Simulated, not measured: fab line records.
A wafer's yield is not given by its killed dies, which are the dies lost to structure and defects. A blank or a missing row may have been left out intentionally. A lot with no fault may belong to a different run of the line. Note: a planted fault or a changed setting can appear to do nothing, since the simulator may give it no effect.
fab line records ; flow n5Finfet
[record] lots = 3; wafers = 9; lastDay = 16
route steps=1938 shown SD_EPI_N@269 SD_EPI_P@295 BEOL_M4@1111 PASSIVATION@1936
lots with no fault: from the same line, run without faults
startH: start of the lot's first displayed wafer, in hours after the record's first day ; waitH: how many hours have passed since the lot's step before this one ; " identical to the entry in the row above ; L1.1+2: a single row standing in for several wafers ; - no value present, or no start provided ; * or withheld: withheld ; < > ~ a bound
route shown NAME@n: a module of which the file shows steps, and the number in the route of the first ; usual: mean and standard deviation over wafers with no fault ; same: alike in all rows ; chamber/n: place in a boat ; sites: per-site readings ; _std_site: their standard deviation ; _edge_site: inner sites' mean taken away from outer sites' mean ; radiusMm: how far each site lies from the wafer's centre ; mask NAME#n: copy n ; behind: the tool/chamber that last shaped the wafer ; hold: the reason the lot was held/the length of the hold in hours/how it ended ; device: the transistor (n, p or np) that didn't switch ; end of line: at the end of the route, the tests of the same wafers ; a step given without rows: its recipe and nothing more ; killed: count of dies lost to structure and defects at first sort (not the wafer's yield) ; map: a wafer's dies, marking killed ones x, the rest . and places with no die _
set.NAME: setting as actually run; set.NAME@STEP: the setting as run at that earlier step ; model.NAME: the simulator's own value behind a step, which no gauge read
lots seen at some steps along the route; tables by step, rows by wafer
services: a tool's chamber out of use, with start hour (startH, from the record's first day; less than 0 if before it), hours out, and reason
[[steps]]
[step N5_SD_EPI_N_DEVELOP_08]
[recipe] developTimeS = 30; developer = TMAH; resist = CAR-ArF-block; devTempC = 23; rinseLiquid = diw; dry = airSpin
[step N5_SD_EPI_N_DESCUM_14]
[recipe] chemistry = O2; timeS = 7.9; sourcePowerW = 50; biasPowerW = 20; pressureMtorr = 20; rfFrequencyHz = 2.712e+07; tempC = 40; resist = CAR-ArF-block; o2FlowSccm = 225
[step N5_SD_EPI_N_ETCH_34]
[recipe] chemistry = CF4; target = SiARC; targetDepthA = 455; maskMaterial = CAR-ArF-block; timeS = 75.8; ionEnergyEv = 80; pressureMtorr = 40; sourceW = 545; biasW = 36; Ar_flow_sccm = 100; cf4FlowSccm = 100; ends = cleared
[step N5_SD_EPI_N_ETCH_35]
[recipe] chemistry = N2/H2; target = SOC; overetchA = 1080; maskMaterial = SiARC; tempC = 40; ionEnergyEv = 100; sourceW = 3000; biasW = 133; pressureMtorr = 20; timeS = 486; n2FlowSccm = 200; h2FlowSccm = 200
[step N5_SD_EPI_N_STRIP_36]
[recipe] chemistry = N2/H2; tempC = 40; n2FlowSccm = 200; h2FlowSccm = 200; rfFrequencyHz = 6e+07
[step N5_SD_EPI_N_ETCHBACK_44]
[recipe] chemistry = CH3F/O2; mode = anisotropicEtchback; target = SiNx; targetDepthA = 145; stopOn = SiO2; overEtchFrac = 0.3; ionEnergyEv = 120; pressureMtorr = 30; sourceW = 395; biasW = 73; Ar_flow_sccm = 150; CH3F_flow_sccm = 30; O2_flow_sccm = 20
[step N5_SD_EPI_N_ETCH_45]
[recipe] chemistry = CH3F/O2; target = SiOCN; targetDepthA = 60; maskMaterial = SOC; ionEnergyEv = 60; biasW = 29; pressureMtorr = 15; sourceW = 410; Ar_flow_sccm = 150; CH3F_flow_sccm = 30; O2_flow_sccm = 20
[step N5_SD_EPI_N_ETCH_16]
[recipe] chemistry = CHF3/O2; target = SiO2; targetDepthA = 50; maskMaterial = SOC; pressureMtorr = 30; sourceW = 650; biasW = 170; Ar_flow_sccm = 200; CHF3_flow_sccm = 50; O2_flow_sccm = 5; ionEnergyEv = 200
[step N5_SD_EPI_N_STRIP_47]
[recipe] chemistry = CHF3/O2; resist = SiARC; rfFrequencyHz = 6e+07
[step N5_SD_EPI_N_SD_RECESS_17]
[recipe] chemistry = HBr/Cl2/O2; targetDepthA = 410; maskMaterial = SOC; timeS = 23.7; btTimeS = 3; pressureMtorr = 10; icpW = 800; biasW = 112; HBr_flow_sccm = 150; Cl2_flow_sccm = 80; O2_flow_sccm = 12
[usual] drypumpMotorCurrentA = 5.5/0.45; mfcCl2Sccm = 80.03/0.23; oesProductAu = 1.007/0.014; throttleValvePct = 37.27/0.28
lot.wafer;tool;chamber;startH;waitH;drypumpMotorCurrentA;mfcCl2Sccm;oesProductAu;rfHoursCounterH;throttleValvePct;model.etch.depthNm;model.Si_of_WELL_APT_EPI_41.thkNm;model.SD_EPI_N.featureDepthNm
L870.1;rieSi-05;0;57.20;0.0;6.0;79.64;1.009;116;37.26;41.03;8;41
L870.3;rieSi-05;3;57.20;0.0;5.2;80.27;1.012;100;37.02;40.78;8;40.8
L870.6;rieSi-05;3;57.20;0.0;5.2;80.06;1.014;-;37.02;41.21;7.8;41.2
L881.4;rieSi-02;1;120.83;0.0;5.6;79.94;0.992;75;37.13;40.92;9.6;41
L881.5;rieSi-02;2;120.83;0.0;5.8;79.65;1.010;-;37.13;41.92;8.4;42
L881.6;rieSi-02;3;120.83;0.0;5.4;79.86;1.012;-;37.58;41.53;8.4;41.6
L886.3;rieSi-02;2;150.28;0.0;5.8;80.10;1.015;43;37.12;34.2;15.8;34.2
L886.5;rieSi-02;0;150.28;0.0;4.8;80.24;1.012;-;37.13;42.11;8.2;42.2
L886.6;rieSi-02;1;150.28;0.0;5.6;79.69;1.000;-;37.13;40.95;8;41
[step N5_SD_EPI_N_STRIP_38]
[recipe] chemistry = N2/H2; powerW = 1000; tempC = 250; h2Frac = 0.65; overashFraction = 0.3; pressureMtorr = withheld; n2FlowSccm = 1750; h2FlowSccm = 3250
[step N5_SD_EPI_N_WET_ETCH_43]
[recipe] chemistry = dHF; dilution = withheld; timeS = 14; target = SiO2; targetDepthA = 15; tempC = 25
[step N5_SD_EPI_N_STRIP_18]
[recipe] chemistry = SPM; timeS = 750; tempC = 130; h2so4H2o2VolRatio = 4
[usual] bathGuardTempC = 130.0/0.51
lot.wafer;tool;chamber;startH;waitH;bathGuardTempC;model.Si_of_WELL_APT_EPI_41.thkNm
L870.1;wetBench-06;7;57.39;0.0;130.6;7.6
L870.3;wetBench-06;2;57.39;0.0;129.8;7.6
L870.6;wetBench-06;3;57.39;0.0;129.9;7.4
L881.4;wetBench-01;7;121.18;0.0;130.0;9.4
L881.5;wetBench-01;1;121.18;0.0;129.9;8
L881.6;wetBench-01;0;121.18;0.0;129.9;8
L886.3;wetBench-06;6;150.48;0.0;130.1;15.4
L886.5;wetBench-06;7;150.48;0.0;130.5;7.8
L886.6;wetBench-06;2;150.48;0.0;130.0;7.6
[step N5_SD_EPI_N_SRD_20]
[recipe] dry = ipaMarangoni; doPpb = 5; timeS = 30; tempC = 23; rinseLiquid = diw
[step N5_SD_EPI_N_PRECLEAN_48]
[recipe] chemistry = NF3:NH3; afsCycles = 2; tempC = 30; timeS = 20; sublimationTempC = 180; sublimationTimeS = 60; pressureTorr = 3; rfPowerW = 30
[step N5_SD_EPI_N_VAPOR_ETCH_50]
[recipe] chemistry = HCl; target = Si; tempC = 775; timeS = 54; pressureTorr = 20; mode = isotropic
[step N5_SD_EPI_N_EPI_21]
[recipe] material = Si:P; dopant = P; tempC = 680; pressureTorr = 255; timeS = 690
[step N5_SD_EPI_N_PRECLEAN_24]
[recipe] chemistry = O3/DIW; timeS = 60; tempC = 22; o3Ppm = 10
[step N5_SD_EPI_N_SRD_25]
[recipe] timeS = 30; tempC = 23; rinseLiquid = diw; dry = ipaMarangoni
[step N5_SD_EPI_N_PRECLEAN_49]
[recipe] chemistry = NF3:NH3; afsCycles = 1; tempC = 30; timeS = 20; sublimationTempC = 180; sublimationTimeS = 60; pressureTorr = 3; rfPowerW = 30
[step N5_SD_EPI_N_LINER_46]
[recipe] material = SiNx; targetThkA = 30; tempC = 400; aldPrecursorFamily = SiH2I2; aldCoReactant = N2/H2-plasma; pressureTorr = 2
[step N5_SD_EPI_P_COAT_34]
[recipe] resist = SOC; tempC = 250; timeS = 60; spinRpm = 1500; resistThkNm = 350
[step N5_SD_EPI_P_COAT_35]
[recipe] resist = SiARC; tempC = 220; timeS = 60; spinRpm = 1500; resistThkNm = 35
[step N5_SD_EPI_P_COAT_03]
[recipe] resist = CAR-ArF-block; spinRpm = 1500; resistThkNm = 150
[step N5_SD_EPI_P_EBR_05]
[recipe] solvent = PGMEA; ebrWidthMm = 1.5
[step N5_SD_EPI_P_SOFTBAKE_04]
[recipe] tempC = 110; timeS = 60; resist = CAR-ArF-block
[step N5_SD_EPI_P_EXPOSE_06]
[recipe] maskId = SD_P_BLK; na = 1.35; sourceShape = conventional; sigmaOuter = 0.8; polarization = unpolarized; targetCdNm = 240; doseMj = 39.5
[step N5_SD_EPI_P_PEB_07]
[recipe] pebTempC = 110; pebTimeS = 60; resist = CAR-ArF-block
[step N5_SD_EPI_P_DEVELOP_08]
[recipe] developTimeS = 30; developer = TMAH; resist = CAR-ArF-block; devTempC = 23; rinseLiquid = diw; dry = airSpin
[step N5_SD_EPI_P_DESCUM_14]
[recipe] chemistry = O2; timeS = 7.9; sourcePowerW = 50; biasPowerW = 20; pressureMtorr = 20; rfFrequencyHz = 2.712e+07; tempC = 40; resist = CAR-ArF-block; o2FlowSccm = 225
[step N5_SD_EPI_P_ETCH_36]
[recipe] chemistry = CF4; target = SiARC; targetDepthA = 455; maskMaterial = CAR-ArF-block; timeS = 75.8; ionEnergyEv = 80; pressureMtorr = 40; sourceW = 545; biasW = 36; Ar_flow_sccm = 100; cf4FlowSccm = 100; ends = cleared
[step N5_SD_EPI_P_ETCH_37]
[recipe] chemistry = N2/H2; target = SOC; overetchA = 1080; maskMaterial = SiARC; tempC = 40; ionEnergyEv = 100; sourceW = 3000; biasW = 133; pressureMtorr = 20; timeS = 486; n2FlowSccm = 200; h2FlowSccm = 200; ends = endPoint
[step N5_SD_EPI_P_STRIP_38]
[recipe] chemistry = N2/H2; tempC = 40; n2FlowSccm = 200; h2FlowSccm = 200; rfFrequencyHz = 6e+07
[step N5_SD_EPI_P_ETCHBACK_46]
[recipe] chemistry = CH3F/O2; mode = anisotropicEtchback; target = SiNx; targetDepthA = 175; stopOn = SiO2; overEtchFrac = 0.3; ionEnergyEv = 120; pressureMtorr = 30; sourceW = 395; biasW = 73; Ar_flow_sccm = 150; CH3F_flow_sccm = 30; O2_flow_sccm = 20
[step N5_BEOL_M4_RC_MEAS_101]
[usual] CJ_N = 4.36/0.093; DIBL_N = 36.1/1.6; DIBL_P = 35.7/1.8; IOFF_N = 0.159/0.027; IOFF_P = 0.21/0.03; ION_N = 673/10; ION_P = 462/7.4; REXT_N = 74.7/1.6; SS_N = 71.4/0.56; SS_P = 73.2/0.61; VT_N = 249.7/3; VT_P = -250/3.1
lot.wafer;tool;chamber;startH;waitH;CJ_N;DIBL_N[mV/V];DIBL_P[mV/V];IOFF_N[nA/um];IOFF_P[nA/um];ION_N[uA/um];ION_P[uA/um];REXT_N[ohm.um];SS_N[mV/dec];SS_P[mV/dec];VT_N[mV];VT_P[mV]
L870.1;prober-01;0;171.41;0.0;4.44;35.4;35.8;0.155;0.19;679;457;76.9;71.6;72.7;247.8;-255
L870.3;prober-01;0;171.41;0.0;4.39;37.1;38.0;0.183;0.22;674;452;77.3;72.1;73.0;251.5;-253
L870.6;prober-01;0;171.41;0.0;4.47;35.0;35.7;0.154;0.19;667;451;77.0;71.9;73.1;246.3;-254
L881.4;prober-01;0;237.87;0.5;4.28;37.7;37.7;0.182;0.25;672;459;73.5;71.7;74.1;249.3;-246
L881.5;prober-01;0;237.87;0.5;4.41;34.0;31.8;0.114;0.16;661;456;73.9;71.4;72.5;254.6;-254
L881.6;prober-01;0;237.87;0.5;4.39;39.2;39.0;0.219;0.27;674;466;73.3;71.7;74.4;243.8;-246
L886.3;prober-02;0;276.86;0.3;3.38;37.6;42.1;0.210;0.32;655;471;81.2;72.2;74.0;243.7;-246
L886.5;prober-02;0;276.86;0.3;4.38;34.8;35.2;0.147;0.18;673;462;75.5;72.1;72.6;249.2;-253
L886.6;prober-02;0;276.86;0.3;4.27;35.9;36.2;0.167;0.20;676;456;76.1;70.6;72.3;246.7;-251
[step N5_PASSIVATION_PROBE_49]
[usual] defectLimitedYield = 91.0/1.3; killed_at_M0_to_M3 = 33/10; killed_at_M4_up = 14/5.6; killedAtContacts = 12/5.8; killedAtFrontEnd = 43/11; killedAtOther = 4.1/2.8; killedDies = 106/15; killedOpen = 70/12; killedShort = 34/7.5; sort_bin_5_function = 5.3/0.88; sort_bin_6_memory = 3.3/0.64; sortNPass = 1074/15; sortYieldPct = 91.0/1.3
[same] grossDies = 1180; killedAtBackSide = 0; sort_bin_4_leakage[%] = 0; sort_bin_8_speed[%] = 0
lot.wafer;tool;chamber;startH;waitH;defectLimitedYield[%];killed_at_M0_to_M3;killed_at_M4_up;killedAtContacts;killedAtFrontEnd;killedAtOther;killedDies;killedOpen;killedShort;sort_bin_5_function[%];sort_bin_6_memory[%];sortNPass;sortYieldPct[%]
L870.1;prober-02;-;283.71;0.2;91.0;38;15;16;35;2;106;78;27;5.6;3.2;1074;91.0
L870.3;prober-02;-;283.81;0.3;92.1;33;11;5;42;2;93;66;22;5.3;2.1;1087;92.1
L870.6;prober-02;-;283.96;0.4;91.7;37;13;8;39;1;98;61;34;4.3;3.3;1082;91.7
L886.3;prober-01;-;376.28;0.1;89.0;29;19;25;54;3;130;91;39;6.4;4.5;1050;89.0
L886.5;prober-01;-;376.38;0.2;90.6;30;21;7;46;7;111;77;34;5.7;3.5;1069;90.6
L886.6;prober-01;-;376.43;0.3;90.3;32;32;16;31;4;115;85;28;5.1;4.2;1065;90.3
// killed by level:class
L870.1 MOL_CONTACT_COAG:geometricParticle:open=12 FIN_SAQP:geometricParticle:open=10 BEOL_M4:geometricParticle:open=10 BEOL_M1:geometricParticle:open=9 BEOL_M0_SAQP:geometricParticle:open=8 BEOL_M2:geometricParticle:open=8 BEOL_M0_SAQP:geometricParticle:short=6 FIN_SAQP:geometricParticle:short=5
L870.3 FIN_SAQP:geometricParticle:open=12 FIN_SAQP:geometricParticle:short=9 BEOL_M0_SAQP:geometricParticle:open=9 BEOL_M2:geometricParticle:open=9 BEOL_M4:geometricParticle:open=7 STI_FIN_REVEAL:geometricParticle:open=5 BEOL_M0_SAQP:geometricParticle:short=5 BEOL_M1:geometricParticle:open=5
L870.6 BEOL_M0_SAQP:geometricParticle:short=9 BEOL_M4:geometricParticle:open=9 BEOL_M0_SAQP:geometricParticle:open=8 FIN_SAQP:geometricParticle:open=7 STI_FIN_REVEAL:geometricParticle:open=7 MOL_CONTACT_COAG:geometricParticle:open=6 BEOL_M3:geometricParticle:open=5 BEOL_M2:geometricParticle:open=5
L886.3 BEOL_M0_SAQP:geometricParticle:open=19 MOL_CONTACT_COAG:geometricParticle:open=18 BEOL_M4:geometricParticle:open=13 FIN_SAQP:geometricParticle:open=10 FIN_SAQP:geometricParticle:short=8 STI_FIN_REVEAL:geometricParticle:open=8 BEOL_M0_SAQP:geometricParticle:short=8 DUMMY_GATE:geometricParticle:open=8
L886.5 FIN_SAQP:geometricParticle:open=13 BEOL_M4:geometricParticle:open=12 MOL_CONTACT_COAG:geometricParticle:open=7 BEOL_M0_SAQP:geometricParticle:open=7 FIN_SAQP:geometricParticle:short=6 BEOL_M2:geometricParticle:open=6 STI_FIN_REVEAL:geometricParticle:open=5 DUMMY_GATE:geometricParticle:open=5
L886.6 BEOL_M4:geometricParticle:open=23 MOL_CONTACT_COAG:geometricParticle:open=14 BEOL_M0_SAQP:geometricParticle:open=13 BEOL_M0_SAQP:geometricParticle:short=7 FIN_SAQP:geometricParticle:short=5 STI_FIN_REVEAL:geometricParticle:open=5 DUMMY_GATE:geometricParticle:open=5 STARTING-WAFER:geometricParticle:open=5
[[services]]
tool;chamber;startH;hours;kind
rieSi-05;3;35.56;8.3;repair
rieSi-02;3;67.78;4.5;repair
rieSi-02;1;100.25;3.1;repair
[[key]]
[firstSign] step = N5_BEOL_M4_RC_MEAS_101; reading = CJ_N; direction = down; sigmas = 11; usual = 4.36; struck = 3.38
[effect] step = N5_BEOL_M4_RC_MEAS_101; reading = REXT_N; direction = up; sigmas = 4.1; usual = 74.7; struck = 81.2
[modelEffect] step = N5_SD_EPI_N_SD_RECESS_17; value = etch.depthNm; without = 42.01; struck = 34.2
[modelEffect] step = N5_SD_EPI_N_STRIP_18; value = Si_of_WELL_APT_EPI_41.thkNm; without = 7.6; struck = 15.4
metAt N5_SD_EPI_N_SD_RECESS_17
struckWafers L886.3
onsetBetween 120.83 150.28
[fault] kind = processParameterDrift; tool = rieSi-02; chamber = 2; onsetH = 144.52; steps = N5_SD_EPI_N_SD_RECESS_17; channel = timeS; offset = *; shape = step; endH = 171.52; actsIn = *; stated = *
